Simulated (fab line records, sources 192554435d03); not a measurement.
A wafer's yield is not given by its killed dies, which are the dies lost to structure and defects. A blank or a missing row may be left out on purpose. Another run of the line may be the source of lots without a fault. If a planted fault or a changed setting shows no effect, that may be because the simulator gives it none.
8D (eight disciplines) problem report, filled in by code + flow n5-finfet + the parts of the form that need people (team, actions taken, sign-off) are left out

1. PROBLEM STATEMENT
Wafers free of any fault read 0.105 nA/um (standard deviation 0.015) for IOFF_P_LIN at N5_BEOL_M4_RC_MEAS_101, against a mean of 0.324 nA/um on 2 wafers of 2 lots. Measured from the usual mean, that is +15 standard deviations.
First observed at day 10 00:43: wafer L708.6, on prober-01. The record has a number at this step for 29 wafers belonging to 11 lots. By rule, "out" or "out of limits" means more than 4 standard deviations away from the usual mean. Any other wafer with a number is counted as sound.

2. WHAT IT IS AND WHAT IT IS NOT
| question                    | is                                                                            | is not                                                                                |
|-----------------------------|-------------------------------------------------------------------------------|---------------------------------------------------------------------------------------|
| which readings at this step | IOFF_P_LIN, IOFF_P, IOFF_P_85C, IOFF_P_LONG, ION_P, VT_N_LVT, VT_P, VT_P_LONG | DIBL_N, DIBL_P, IOFF_N, ION_N, SS_N, SS_P, VT_N                                       |
| which lots                  | L708, L714                                                                    | L699, L700, L701, L702, L703, L704, L715, L716, L718                                  |
| which wafers of those lots  | L708.6, L714.6                                                                | L714.1                                                                                |
| read on which gauges        | prober-01, prober-02                                                          | -                                                                                     |
| when                        | from day 10 00:43                                                             | up to then (18 sound wafers); but 9 sound wafers of L714, L715, L716, L718 came after |

3. WHAT RULES OUT EACH SUSPECT
Counting: a tool at a process step up to the reading stays a suspect if it ran every lot that is out. Sound lots after the first of them don't rule it out here, since some wafers of a struck lot are sound.
- the gauge at N5_BEOL_M4_RC_MEAS_101 is ruled out. Those wafers that are out were read across 2 gauges (prober-01, prober-02).
- ald-hk-02 at N5_HKMG_FIN_ALD_74 (deposits La2O3, target thk 0.5 nm, pulse time 6 s, co reactant pulse time 1 s): kept. Ran every lot that is out, first one L708 (day 6 04:48); last sound lot up to then L701 (day 4 11:53).
- cvd-co-02 at N5_BEOL_M4_PRE_CLEAN_60 (time 15 s): kept. Ran every lot that is out, first one L708 (day 9 23:41); last sound lot up to then L700 (day 8 00:49).
- Within cvd-co-02 at N5_BEOL_M4_PRE_CLEAN_60, the wafers that are out were processed in chamber 2 and their sound lot-mates in chamber 0.
After counting, ald-hk-02 at N5_HKMG_FIN_ALD_74 and cvd-co-02 at N5_BEOL_M4_PRE_CLEAN_60 remain.

4. THE CAUSE (what the simulator had put in)
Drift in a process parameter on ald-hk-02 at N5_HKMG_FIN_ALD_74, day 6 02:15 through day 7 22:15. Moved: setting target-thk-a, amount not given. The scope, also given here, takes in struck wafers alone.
Of the 2 suspects that counting leaves, this tool is one.

5. THE EFFECT CHAIN, in route order
One row per reading whose mean, taken over the struck wafers that have a number, lies over 3 standard deviations from the usual. Scope: only readings with a usual standard deviation given in the record; hours: median across lots of the time from each lot's start at the first step in this table that gives one to its start at this step; sigmas: change in usual standard deviations.
| hours | step                    | reading            | usual          | on struck wafers | change    | sigmas      |
|-------|-------------------------|--------------------|----------------|------------------|-----------|-------------|
| 0     | N5_BEOL_M4_RC_MEAS_101  | IOFF_P             | 0.23 nA/um     | 0.71             | +0.48     | +12         |
| 0     | N5_BEOL_M4_RC_MEAS_101  | IOFF_P_85C         | 3.9 nA/um      | 10.3             | +6.4      | +11         |
| 0     | N5_BEOL_M4_RC_MEAS_101  | IOFF_P_LIN         | 0.105 nA/um    | 0.324            | +0.219    | +15         |
| 0     | N5_BEOL_M4_RC_MEAS_101  | IOFF_P_LONG        | 0.000106 nA/um | 0.000258         | +0.000152 | +15         |
| 0     | N5_BEOL_M4_RC_MEAS_101  | ION_P              | 467 uA/um      | 515              | +48       | +5.6        |
| 0     | N5_BEOL_M4_RC_MEAS_101  | VT_N_LVT           | 97 mV          | 128              | +31       | +9.4        |
| 0     | N5_BEOL_M4_RC_MEAS_101  | VT_P               | -249 mV        | -218             | +31       | +8.9        |
| 0     | N5_BEOL_M4_RC_MEAS_101  | VT_P_LONG          | -275 mV        | -244             | +30       | +9.8        |
| 104   | N5_PASSIVATION_PROBE_49 | sort_bin_4_leakage | 0.00 %         | 56.95            | +56.95    | +99 or more |
| 104   | N5_PASSIVATION_PROBE_49 | sort-n-pass        | 1073           | 386              | -686      | -40         |
| 104   | N5_PASSIVATION_PROBE_49 | sort-yield-pct     | 90.9 %         | 32.8             | -58.2     | -42         |
Here are the process steps it includes:
- N5_PASSIVATION_PROBE_49

6. HOW IT WOULD HAVE BEEN CAUGHT EARLIER
The first out-of-limits reading at a measuring or inspecting step in this record came at day 10 00:43, 94 hours after the fault's start at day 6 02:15.
Tool readings at N5_HKMG_FIN_ALD_74 with a usual standard deviation given in the record: none out on any struck wafer, hence no alarm at a limit of 4 standard deviations on them.
Lots out: 2; all had begun N5_HKMG_FIN_ALD_74 on ald-hk-02 by day 10 00:43. Tool hold at that time: it would have spared none of them.
